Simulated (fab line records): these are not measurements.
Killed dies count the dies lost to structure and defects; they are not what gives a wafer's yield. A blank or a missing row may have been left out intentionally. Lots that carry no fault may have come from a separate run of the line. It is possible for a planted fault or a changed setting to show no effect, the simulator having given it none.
Which tool is to blame? || flow n5-finfet || Sampling: 24 lots, 72 wafers, 4 of 1938 route steps

## WHAT EACH GAUGE READ, for each wafer
N5_BEOL_M14_CD_MEAS_17 targets a cd of 250 nm. Usual: cd-nm 250.4 nm, standard deviation 1.6.
{"lot": "L074", "measured": "day 10 20:38", "on": "cd-sem-01", "cd-nm (nm)": "249.4 251.9 251.3", "flag": ""}
{"lot": "L076", "measured": "day 11 07:45", "on": "cd-sem-02", "cd-nm (nm)": "251.4 252.9 252.9", "flag": ""}
{"lot": "L075", "measured": "day 11 13:52", "on": "cd-sem-01", "cd-nm (nm)": "251.1 254.0 250.0", "flag": ""}
{"lot": "L077", "measured": "day 11 22:13", "on": "cd-sem-01", "cd-nm (nm)": "249.4 248.0 247.9", "flag": ""}
{"lot": "L079", "measured": "day 12 06:25", "on": "cd-sem-03", "cd-nm (nm)": "248.7 248.0 249.3", "flag": ""}
{"lot": "L078", "measured": "day 12 10:43", "on": "cd-sem-01", "cd-nm (nm)": "250.8 251.0 250.7", "flag": ""}
{"lot": "L080", "measured": "day 12 13:03", "on": "cd-sem-01", "cd-nm (nm)": "251.4 247.6 249.3", "flag": ""}
{"lot": "L081", "measured": "day 13 14:42", "on": "cd-sem-03", "cd-nm (nm)": "250.8 249.9 249.6", "flag": ""}
{"lot": "L082", "measured": "day 13 21:47", "on": "cd-sem-02", "cd-nm (nm)": "248.8 248.4 250.3", "flag": ""}
{"lot": "L083", "measured": "day 14 02:29", "on": "cd-sem-02", "cd-nm (nm)": "250.3 250.0 251.7", "flag": ""}
{"lot": "L084", "measured": "day 14 16:51", "on": "cd-sem-02", "cd-nm (nm)": "250.0 246.1 246.9", "flag": ""}
{"lot": "L087", "measured": "day 15 05:18", "on": "cd-sem-02", "cd-nm (nm)": "250.9 249.6 249.2", "flag": ""}
{"lot": "L086", "measured": "day 15 06:09", "on": "cd-sem-03", "cd-nm (nm)": "250.4 251.2 251.2", "flag": ""}
{"lot": "L085", "measured": "day 15 06:30", "on": "cd-sem-03", "cd-nm (nm)": "251.3 250.4 251.1", "flag": ""}
{"lot": "L088", "measured": "day 15 07:17", "on": "cd-sem-02", "cd-nm (nm)": "253.0 253.2 252.2", "flag": ""}
{"lot": "L089", "measured": "day 15 08:53", "on": "cd-sem-03", "cd-nm (nm)": "248.5 247.4 250.5", "flag": ""}
{"lot": "L090", "measured": "day 15 09:36", "on": "cd-sem-02", "cd-nm (nm)": "251.2 252.2 255.0", "flag": ""}
{"lot": "L091", "measured": "day 16 02:28", "on": "cd-sem-02", "cd-nm (nm)": "251.7 252.8 254.1", "flag": ""}
{"lot": "L092", "measured": "day 16 06:23", "on": "cd-sem-02", "cd-nm (nm)": "250.1 250.5 249.7", "flag": ""}
{"lot": "L094", "measured": "day 16 07:34", "on": "cd-sem-01", "cd-nm (nm)": "249.5 251.0 249.4", "flag": ""}
{"lot": "L093", "measured": "day 16 13:13", "on": "cd-sem-01", "cd-nm (nm)": "250.8 251.5 251.0", "flag": ""}
{"lot": "L095", "measured": "day 16 17:14", "on": "cd-sem-02", "cd-nm (nm)": "251.2 248.1 248.7", "flag": ""}
{"lot": "L096", "measured": "day 17 18:20", "on": "cd-sem-02", "cd-nm (nm)": "248.5 250.3 249.6", "flag": ""}
{"lot": "L097", "measured": "day 18 03:00", "on": "cd-sem-01", "cd-nm (nm)": "249.5 250.8 250.9", "flag": ""}

N5_BEOL_M14_CD_MEAS_28 targets a cd of 284.4 nm. Usual: cd-nm 284.4 nm, standard deviation 1.2.
{"lot": "L074", "measured": "day 10 21:05", "on": "cd-sem-01", "cd-nm (nm)": "284.9 286.3 285.3", "flag": ""}
{"lot": "L076", "measured": "day 11 08:05", "on": "cd-sem-03", "cd-nm (nm)": "284.5 283.0 286.1", "flag": ""}
{"lot": "L075", "measured": "day 11 14:11", "on": "cd-sem-02", "cd-nm (nm)": "283.6 285.7 283.1", "flag": ""}
{"lot": "L077", "measured": "day 11 22:40", "on": "cd-sem-03", "cd-nm (nm)": "283.7 282.7 285.2", "flag": ""}
{"lot": "L079", "measured": "day 12 06:52", "on": "cd-sem-02", "cd-nm (nm)": "286.0 285.8 283.5", "flag": ""}
{"lot": "L078", "measured": "day 12 11:02", "on": "cd-sem-03", "cd-nm (nm)": "284.6 283.9 286.4", "flag": ""}
{"lot": "L080", "measured": "day 12 13:22", "on": "cd-sem-01", "cd-nm (nm)": "285.8 283.0 284.8", "flag": ""}
{"lot": "L081", "measured": "day 13 15:09", "on": "cd-sem-02", "cd-nm (nm)": "283.0 283.0 283.5", "flag": ""}
{"lot": "L082", "measured": "day 13 22:14", "on": "cd-sem-01", "cd-nm (nm)": "285.1 285.0 284.0", "flag": ""}
{"lot": "L083", "measured": "day 14 02:48", "on": "cd-sem-02", "cd-nm (nm)": "283.9 286.5 285.0", "flag": ""}
{"lot": "L084", "measured": "day 14 17:18", "on": "cd-sem-02", "cd-nm (nm)": "286.6 285.3 286.8", "flag": ""}
{"lot": "L087", "measured": "day 15 05:37", "on": "cd-sem-01", "cd-nm (nm)": "285.8 284.8 284.5", "flag": ""}
{"lot": "L086", "measured": "day 15 06:29", "on": "cd-sem-03", "cd-nm (nm)": "285.6 283.4 282.9", "flag": ""}
{"lot": "L085", "measured": "day 15 06:57", "on": "cd-sem-02", "cd-nm (nm)": "284.8 282.8 282.2", "flag": ""}
{"lot": "L088", "measured": "day 15 07:37", "on": "cd-sem-01", "cd-nm (nm)": "284.9 284.0 283.7", "flag": ""}
{"lot": "L089", "measured": "day 15 09:13", "on": "cd-sem-03", "cd-nm (nm)": "284.2 283.8 285.2", "flag": ""}
{"lot": "L090", "measured": "day 15 09:55", "on": "cd-sem-01", "cd-nm (nm)": "285.6 283.2 283.4", "flag": ""}
{"lot": "L091", "measured": "day 16 02:56", "on": "cd-sem-02", "cd-nm (nm)": "283.5 282.6 282.1", "flag": ""}
{"lot": "L092", "measured": "day 16 06:43", "on": "cd-sem-03", "cd-nm (nm)": "286.5 286.8 285.5", "flag": ""}
{"lot": "L094", "measured": "day 16 08:01", "on": "cd-sem-02", "cd-nm (nm)": "285.9 286.8 284.4", "flag": ""}
{"lot": "L093", "measured": "day 16 13:33", "on": "cd-sem-01", "cd-nm (nm)": "284.6 282.8 282.8", "flag": ""}
{"lot": "L095", "measured": "day 16 17:41", "on": "cd-sem-03", "cd-nm (nm)": "285.4 286.1 284.9", "flag": ""}
{"lot": "L096", "measured": "day 17 18:53", "on": "cd-sem-03", "cd-nm (nm)": "283.0 283.2 282.9", "flag": ""}
{"lot": "L097", "measured": "day 18 03:20", "on": "cd-sem-03", "cd-nm (nm)": "283.8 284.9 284.3", "flag": ""}

## EACH LOT AND THE TOOL THAT RAN IT (in order: tool; ch and the chambers of the sampled wafers; start)
{"lot": "L074", "N5_BEOL_M13_ANNEAL_48": "rtp-anneal-01 ch 0, day 10 18:46", "N5_BEOL_M14_DESCUM_15": "rie-diel-02 ch 0,1,2, day 10 20:12"}
{"lot": "L076", "N5_BEOL_M13_ANNEAL_48": "rtp-anneal-02 ch 0, day 11 05:58", "N5_BEOL_M14_DESCUM_15": "rie-diel-01 ch 0,3, day 11 07:19"}
{"lot": "L075", "N5_BEOL_M13_ANNEAL_48": "rtp-anneal-01 ch 0, day 11 09:40", "N5_BEOL_M14_DESCUM_15": "rie-diel-06 ch 0,2, day 11 13:25"}
{"lot": "L077", "N5_BEOL_M13_ANNEAL_48": "rtp-anneal-01 ch 0, day 11 20:00", "N5_BEOL_M14_DESCUM_15": "rie-diel-06 ch 0,3, day 11 21:47"}
{"lot": "L079", "N5_BEOL_M13_ANNEAL_48": "rtp-anneal-02 ch 0, day 12 04:38", "N5_BEOL_M14_DESCUM_15": "rie-diel-06 ch 1,2,3, day 12 05:59"}
{"lot": "L078", "N5_BEOL_M13_ANNEAL_48": "rtp-anneal-02 ch 0, day 12 08:52", "N5_BEOL_M14_DESCUM_15": "rie-diel-06 ch 1,2,3, day 12 10:17"}
{"lot": "L080", "N5_BEOL_M13_ANNEAL_48": "rtp-anneal-01 ch 0, day 12 11:03", "N5_BEOL_M14_DESCUM_15": "rie-diel-01 ch 0,2,3, day 12 12:35"}
{"lot": "L081", "N5_BEOL_M13_ANNEAL_48": "rtp-anneal-02 ch 0, day 13 12:46", "N5_BEOL_M14_DESCUM_15": "rie-diel-02 ch 1,2,3, day 13 14:16"}
{"lot": "L082", "N5_BEOL_M13_ANNEAL_48": "rtp-anneal-01 ch 0, day 13 19:52", "N5_BEOL_M14_DESCUM_15": "rie-diel-02 ch 0,1,2, day 13 21:21"}
{"lot": "L083", "N5_BEOL_M13_ANNEAL_48": "rtp-anneal-02 ch 0, day 14 00:31", "N5_BEOL_M14_DESCUM_15": "rie-diel-01 ch 1,2,3, day 14 02:02"}
{"lot": "L084", "N5_BEOL_M13_ANNEAL_48": "rtp-anneal-01 ch 0, day 14 14:55", "N5_BEOL_M14_DESCUM_15": "rie-diel-06 ch 0,1,2, day 14 16:25"}
{"lot": "L087", "N5_BEOL_M13_ANNEAL_48": "rtp-anneal-01 ch 0, day 15 03:27", "N5_BEOL_M14_DESCUM_15": "rie-diel-01 ch 1,2, day 15 04:52"}
{"lot": "L086", "N5_BEOL_M13_ANNEAL_48": "rtp-anneal-01 ch 0, day 15 04:12", "N5_BEOL_M14_DESCUM_15": "rie-diel-01 ch 0,1,3, day 15 05:43"}
{"lot": "L085", "N5_BEOL_M13_ANNEAL_48": "rtp-anneal-01 ch 0, day 15 04:40", "N5_BEOL_M14_DESCUM_15": "rie-diel-01 ch 0,1,2, day 15 06:04"}
{"lot": "L088", "N5_BEOL_M13_ANNEAL_48": "rtp-anneal-02 ch 0, day 15 05:13", "N5_BEOL_M14_DESCUM_15": "rie-diel-06 ch 0,3, day 15 06:50"}
{"lot": "L089", "N5_BEOL_M13_ANNEAL_48": "rtp-anneal-01 ch 0, day 15 07:10", "N5_BEOL_M14_DESCUM_15": "rie-diel-06 ch 0,1, day 15 08:27"}
{"lot": "L090", "N5_BEOL_M13_ANNEAL_48": "rtp-anneal-01 ch 0, day 15 07:40", "N5_BEOL_M14_DESCUM_15": "rie-diel-01 ch 0,1,3, day 15 09:10"}
{"lot": "L091", "N5_BEOL_M13_ANNEAL_48": "rtp-anneal-01 ch 0, day 16 00:33", "N5_BEOL_M14_DESCUM_15": "rie-diel-01 ch 1,2,3, day 16 02:02"}
{"lot": "L092", "N5_BEOL_M13_ANNEAL_48": "rtp-anneal-01 ch 0, day 16 04:25", "N5_BEOL_M14_DESCUM_15": "rie-diel-02 ch 1,2, day 16 05:57"}
{"lot": "L094", "N5_BEOL_M13_ANNEAL_48": "rtp-anneal-01 ch 0, day 16 05:29", "N5_BEOL_M14_DESCUM_15": "rie-diel-06 ch 0,1,3, day 16 07:08"}
{"lot": "L093", "N5_BEOL_M13_ANNEAL_48": "rtp-anneal-01 ch 0, day 16 11:11", "N5_BEOL_M14_DESCUM_15": "rie-diel-02 ch 0,1, day 16 12:47"}
{"lot": "L095", "N5_BEOL_M13_ANNEAL_48": "rtp-anneal-02 ch 0, day 16 15:26", "N5_BEOL_M14_DESCUM_15": "rie-diel-01 ch 0,1,3, day 16 16:48"}
{"lot": "L096", "N5_BEOL_M13_ANNEAL_48": "rtp-anneal-02 ch 0, day 17 16:23", "N5_BEOL_M14_DESCUM_15": "rie-diel-06 ch 0,1,3, day 17 17:55"}
{"lot": "L097", "N5_BEOL_M13_ANNEAL_48": "rtp-anneal-01 ch 0, day 18 01:10", "N5_BEOL_M14_DESCUM_15": "rie-diel-02 ch 0,2,3, day 18 02:34"}
- N5_BEOL_M13_ANNEAL_48: time 90 s.
- N5_BEOL_M14_DESCUM_15: chemistry O2, time 7.9 s.

## WHAT THE TOOLS THEMSELVES READ (means of the sampled wafers that have a number; where no wafer has one, the mark that the record gives instead)
N5_BEOL_M13_ANNEAL_48. Usual: wafer_temp_C_max 226.13, standard deviation 0.25.
{"lot": "L074", "tool": "rtp-anneal-01", "wafer_temp_C_max": 226.24, "flag": ""}
{"lot": "L076", "tool": "rtp-anneal-02", "wafer_temp_C_max": 225.83, "flag": ""}
{"lot": "L075", "tool": "rtp-anneal-01", "wafer_temp_C_max": 226.38, "flag": ""}
{"lot": "L077", "tool": "rtp-anneal-01", "wafer_temp_C_max": 225.85, "flag": ""}
{"lot": "L079", "tool": "rtp-anneal-02", "wafer_temp_C_max": 226.09, "flag": ""}
{"lot": "L078", "tool": "rtp-anneal-02", "wafer_temp_C_max": 226.02, "flag": ""}
{"lot": "L080", "tool": "rtp-anneal-01", "wafer_temp_C_max": 226.26, "flag": ""}
{"lot": "L081", "tool": "rtp-anneal-02", "wafer_temp_C_max": 225.91, "flag": ""}
{"lot": "L082", "tool": "rtp-anneal-01", "wafer_temp_C_max": 226.22, "flag": ""}
{"lot": "L083", "tool": "rtp-anneal-02", "wafer_temp_C_max": 226.20, "flag": ""}
{"lot": "L084", "tool": "rtp-anneal-01", "wafer_temp_C_max": 226.04, "flag": ""}
{"lot": "L087", "tool": "rtp-anneal-01", "wafer_temp_C_max": 226.54, "flag": ""}
{"lot": "L086", "tool": "rtp-anneal-01", "wafer_temp_C_max": 225.99, "flag": ""}
{"lot": "L085", "tool": "rtp-anneal-01", "wafer_temp_C_max": 226.16, "flag": ""}
{"lot": "L088", "tool": "rtp-anneal-02", "wafer_temp_C_max": 225.83, "flag": ""}
{"lot": "L089", "tool": "rtp-anneal-01", "wafer_temp_C_max": 226.02, "flag": ""}
{"lot": "L090", "tool": "rtp-anneal-01", "wafer_temp_C_max": 226.15, "flag": ""}
{"lot": "L091", "tool": "rtp-anneal-01", "wafer_temp_C_max": 226.32, "flag": ""}
{"lot": "L092", "tool": "rtp-anneal-01", "wafer_temp_C_max": 226.09, "flag": ""}
{"lot": "L094", "tool": "rtp-anneal-01", "wafer_temp_C_max": 226.14, "flag": ""}
{"lot": "L093", "tool": "rtp-anneal-01", "wafer_temp_C_max": 226.27, "flag": ""}
{"lot": "L095", "tool": "rtp-anneal-02", "wafer_temp_C_max": 226.06, "flag": ""}
{"lot": "L096", "tool": "rtp-anneal-02", "wafer_temp_C_max": 225.85, "flag": ""}
{"lot": "L097", "tool": "rtp-anneal-01", "wafer_temp_C_max": 226.14, "flag": ""}

N5_BEOL_M14_DESCUM_15. Usual: drypump-motor-current-A 5.7 A, standard deviation 0.35; oes-product-au 0.82 a.u., standard deviation 0.078; rf-vpp-V 243.0 V, standard deviation 1.4; showerhead-plenum-p-Torr 2.09 Torr, standard deviation 0.076; throttle-valve-pct 20.31 %, standard deviation 0.15.
{"lot": "L074", "tool": "rie-diel-02", "drypump-motor-current-A (A)": 5.8, "oes-product-au (a.u.)": 0.81, "rf-vpp-V (V)": 243.2, "showerhead-plenum-p-Torr (Torr)": 2.08, "throttle-valve-pct (%)": 20.22, "flag": ""}
{"lot": "L076", "tool": "rie-diel-01", "drypump-motor-current-A (A)": 5.5, "oes-product-au (a.u.)": 0.91, "rf-vpp-V (V)": 242.2, "showerhead-plenum-p-Torr (Torr)": 2.04, "throttle-valve-pct (%)": 20.27, "flag": ""}
{"lot": "L075", "tool": "rie-diel-06", "drypump-motor-current-A (A)": 5.4, "oes-product-au (a.u.)": 0.82, "rf-vpp-V (V)": 243.8, "showerhead-plenum-p-Torr (Torr)": 2.15, "throttle-valve-pct (%)": 20.33, "flag": ""}
{"lot": "L077", "tool": "rie-diel-06", "drypump-motor-current-A (A)": 5.8, "oes-product-au (a.u.)": 0.94, "rf-vpp-V (V)": 245.0, "showerhead-plenum-p-Torr (Torr)": 2.23, "throttle-valve-pct (%)": 20.25, "flag": ""}
{"lot": "L079", "tool": "rie-diel-06", "drypump-motor-current-A (A)": 5.8, "oes-product-au (a.u.)": 0.86, "rf-vpp-V (V)": 243.4, "showerhead-plenum-p-Torr (Torr)": 2.11, "throttle-valve-pct (%)": 20.24, "flag": ""}
{"lot": "L078", "tool": "rie-diel-06", "drypump-motor-current-A (A)": 5.8, "oes-product-au (a.u.)": 0.85, "rf-vpp-V (V)": 243.3, "showerhead-plenum-p-Torr (Torr)": 2.11, "throttle-valve-pct (%)": 20.24, "flag": ""}
{"lot": "L080", "tool": "rie-diel-01", "drypump-motor-current-A (A)": 5.8, "oes-product-au (a.u.)": 0.87, "rf-vpp-V (V)": 242.2, "showerhead-plenum-p-Torr (Torr)": 2.04, "throttle-valve-pct (%)": 20.21, "flag": ""}
{"lot": "L081", "tool": "rie-diel-02", "drypump-motor-current-A (A)": 5.6, "oes-product-au (a.u.)": 0.79, "rf-vpp-V (V)": 242.9, "showerhead-plenum-p-Torr (Torr)": 2.07, "throttle-valve-pct (%)": 20.27, "flag": ""}
{"lot": "L082", "tool": "rie-diel-02", "drypump-motor-current-A (A)": 5.8, "oes-product-au (a.u.)": 0.78, "rf-vpp-V (V)": 242.3, "showerhead-plenum-p-Torr (Torr)": 2.08, "throttle-valve-pct (%)": 20.25, "flag": ""}
{"lot": "L083", "tool": "rie-diel-01", "drypump-motor-current-A (A)": 5.9, "oes-product-au (a.u.)": 0.87, "rf-vpp-V (V)": 242.2, "showerhead-plenum-p-Torr (Torr)": 2.05, "throttle-valve-pct (%)": 20.36, "flag": ""}
{"lot": "L084", "tool": "rie-diel-06", "drypump-motor-current-A (A)": 5.5, "oes-product-au (a.u.)": 0.77, "rf-vpp-V (V)": 242.8, "showerhead-plenum-p-Torr (Torr)": 2.10, "throttle-valve-pct (%)": 20.35, "flag": ""}
{"lot": "L087", "tool": "rie-diel-01", "drypump-motor-current-A (A)": 5.6, "oes-product-au (a.u.)": 0.86, "rf-vpp-V (V)": 242.2, "showerhead-plenum-p-Torr (Torr)": 2.05, "throttle-valve-pct (%)": 20.50, "flag": ""}
{"lot": "L086", "tool": "rie-diel-01", "drypump-motor-current-A (A)": 5.7, "oes-product-au (a.u.)": 0.88, "rf-vpp-V (V)": 243.0, "showerhead-plenum-p-Torr (Torr)": 2.04, "throttle-valve-pct (%)": 20.42, "flag": ""}
{"lot": "L085", "tool": "rie-diel-01", "drypump-motor-current-A (A)": 5.5, "oes-product-au (a.u.)": 0.86, "rf-vpp-V (V)": 242.5, "showerhead-plenum-p-Torr (Torr)": 2.04, "throttle-valve-pct (%)": 20.39, "flag": ""}
{"lot": "L088", "tool": "rie-diel-06", "drypump-motor-current-A (A)": 5.9, "oes-product-au (a.u.)": 0.87, "rf-vpp-V (V)": 245.3, "showerhead-plenum-p-Torr (Torr)": 2.22, "throttle-valve-pct (%)": 20.28, "flag": ""}
{"lot": "L089", "tool": "rie-diel-06", "drypump-motor-current-A (A)": 5.5, "oes-product-au (a.u.)": 0.72, "rf-vpp-V (V)": 242.7, "showerhead-plenum-p-Torr (Torr)": 2.11, "throttle-valve-pct (%)": 20.40, "flag": ""}
{"lot": "L090", "tool": "rie-diel-01", "drypump-motor-current-A (A)": 5.7, "oes-product-au (a.u.)": 0.87, "rf-vpp-V (V)": 241.8, "showerhead-plenum-p-Torr (Torr)": 2.04, "throttle-valve-pct (%)": 20.43, "flag": ""}
{"lot": "L091", "tool": "rie-diel-01", "drypump-motor-current-A (A)": 5.9, "oes-product-au (a.u.)": 0.83, "rf-vpp-V (V)": 242.3, "showerhead-plenum-p-Torr (Torr)": 2.04, "throttle-valve-pct (%)": 20.38, "flag": ""}
{"lot": "L092", "tool": "rie-diel-02", "drypump-motor-current-A (A)": 5.8, "oes-product-au (a.u.)": 0.80, "rf-vpp-V (V)": 241.8, "showerhead-plenum-p-Torr (Torr)": 2.03, "throttle-valve-pct (%)": 20.28, "flag": ""}
{"lot": "L094", "tool": "rie-diel-06", "drypump-motor-current-A (A)": 5.7, "oes-product-au (a.u.)": 0.79, "rf-vpp-V (V)": 244.4, "showerhead-plenum-p-Torr (Torr)": 2.16, "throttle-valve-pct (%)": 20.34, "flag": ""}
{"lot": "L093", "tool": "rie-diel-02", "drypump-motor-current-A (A)": 5.8, "oes-product-au (a.u.)": 0.76, "rf-vpp-V (V)": 242.5, "showerhead-plenum-p-Torr (Torr)": 2.07, "throttle-valve-pct (%)": 20.30, "flag": ""}
{"lot": "L095", "tool": "rie-diel-01", "drypump-motor-current-A (A)": 5.7, "oes-product-au (a.u.)": 0.85, "rf-vpp-V (V)": 241.7, "showerhead-plenum-p-Torr (Torr)": 2.04, "throttle-valve-pct (%)": 20.45, "flag": ""}
{"lot": "L096", "tool": "rie-diel-06", "drypump-motor-current-A (A)": 5.7, "oes-product-au (a.u.)": 0.77, "rf-vpp-V (V)": 244.6, "showerhead-plenum-p-Torr (Torr)": 2.16, "throttle-valve-pct (%)": 20.37, "flag": ""}
{"lot": "L097", "tool": "rie-diel-02", "drypump-motor-current-A (A)": 5.6, "oes-product-au (a.u.)": 0.79, "rf-vpp-V (V)": 242.8, "showerhead-plenum-p-Torr (Torr)": 2.10, "throttle-valve-pct (%)": 20.21, "flag": ""}

## THE ANSWER, worked out from the rows above alone
Rule: a lot is off if the mean of its wafers that have a number lies more than 3 standard deviations from the usual mean. Also off: a lot with no number at a reading for which 4 or more lots have one. Any other lot the step has rows for is counted as sound. First the gauges in route order, then the tools' own readings, where a lot's mean is used as printed above. At the first step where some lot is off, the reading lying furthest off is the one used; lots without a number count as furthest.
None of the lots is off at any reading shown; this tells nothing.

## WHAT THE SIMULATOR PUT IN
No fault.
